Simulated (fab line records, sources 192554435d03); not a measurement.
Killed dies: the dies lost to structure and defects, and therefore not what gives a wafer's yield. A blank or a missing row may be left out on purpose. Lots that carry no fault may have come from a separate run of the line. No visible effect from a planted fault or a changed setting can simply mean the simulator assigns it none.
Problem report in the 8D (eight disciplines) form, filled by code :: flow n5_finfet :: the parts of the form that need people (team, actions taken, sign-off) are left out

== 1. THE ISSUE ==
Wafers without a fault read 0.79 a.u., standard deviation 0.081; oes_product_au at N5_BEOL_M2_ETCH_41 reads a mean of 1.12 a.u. on 3 wafers belonging to 2 lots. That is +4.1 standard deviations from the usual mean.
The step: etches SiCN in CH3F/O2, target depth 29.9 nm, time 52.5 s.
Earliest sighting: wafer L180.3 on rie_diel-04 at day 10 16:00. Wafers with a number at this step in the record: 27, from 9 lots. Rule for "out", or "out of limits": more than 4 standard deviations from the usual mean. The rest of the wafers with a number are treated as sound.

== 2. WHAT IT IS; WHAT IT IS NOT ==
question: which readings at this step
is: oes_product_au
is not: CH3F_flow_sccm, O2_flow_sccm, chamber_pressure_mTorr, drypump_motor_current_A, rf_vpp_V, showerhead_plenum_p_Torr, throttle_valve_pct

question: which lots
is: L180, L181
is not: L170, L173, L174, L175, L178, L184, L186

question: which wafers of those lots
is: L180.3, L181.3, L181.6
is not: L180.2, L180.5, L181.1

question: read on which tools
is: rie_diel-04
is not: rie_diel-01, rie_diel-05

question: when
is: from day 10 16:00
is not: up to then (17 sound wafers); but 7 sound wafers of L181, L184, L186 came after

== 3. WHAT RULES OUT EACH SUSPECT ==
Counting: a tool at a process step up to the reading stays a suspect if it ran every lot that is out. Sound lots after the first of them don't rule it out here, since some wafers of a struck lot are sound.
- rie_diel-04 at N5_BEOL_M2_STRIP_66 (strips in CF4): kept. It ran every lot that is out, first L180 (day 10 14:23); its last sound lot up to then is L175 (day 9 10:08).
- rie_diel-04 at N5_BEOL_M2_ETCH_41 (etches SiCN in CH3F/O2, target depth 29.9 nm, time 52.5 s): kept. It ran every lot that is out, first L180 (day 10 16:00); its last sound lot up to then is L174 (day 9 08:20). Its own readings are out on those wafers: oes_product_au.
- At N5_BEOL_M2_ETCH_41, inside rie_diel-04: chamber 2 took the wafers that are out, while their sound lot-mates went through chambers 1, 3.
Left after counting: rie_diel-04 at N5_BEOL_M2_STRIP_66, rie_diel-04 at N5_BEOL_M2_ETCH_41.

== 4. THE CAUSE (what the simulator had put in) ==
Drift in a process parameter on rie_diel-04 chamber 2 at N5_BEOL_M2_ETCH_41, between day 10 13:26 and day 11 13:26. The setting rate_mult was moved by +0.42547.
Of the 2 suspects that counting leaves, this tool is one.

== 5. THE CHAIN OF EFFECTS, in route order ==
Rows list readings where the struck wafers' mean (over those with a number) sits beyond 3 standard deviations from the usual. Only readings whose record carries a usual standard deviation are examined. hours: median over the lots of the time between each lot's start at the first step of this table that gives one and its start at this step. sigmas: the change, counted in usual standard deviations.
hours: 0
step: N5_BEOL_M2_ETCH_41
reading: oes_product_au
usual: 0.79 a.u.
on struck wafers: 1.12
change: +0.33
sigmas: +4.1
Its process steps:
- N5_BEOL_M2_ETCH_41: etches SiCN in CH3F/O2, target depth 29.9 nm, time 52.5 s.
At these later measuring or inspecting steps, every struck wafer for which the step has a row has a number for every such reading, and none has moved that far: N5_BEOL_M4_RC_MEAS_101.

== 6. WHAT WOULD HAVE CAUGHT IT SOONER ==
3 hours passed between the start of the fault at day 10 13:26 and the first reading out of limits in this record, taken at day 10 16:00.
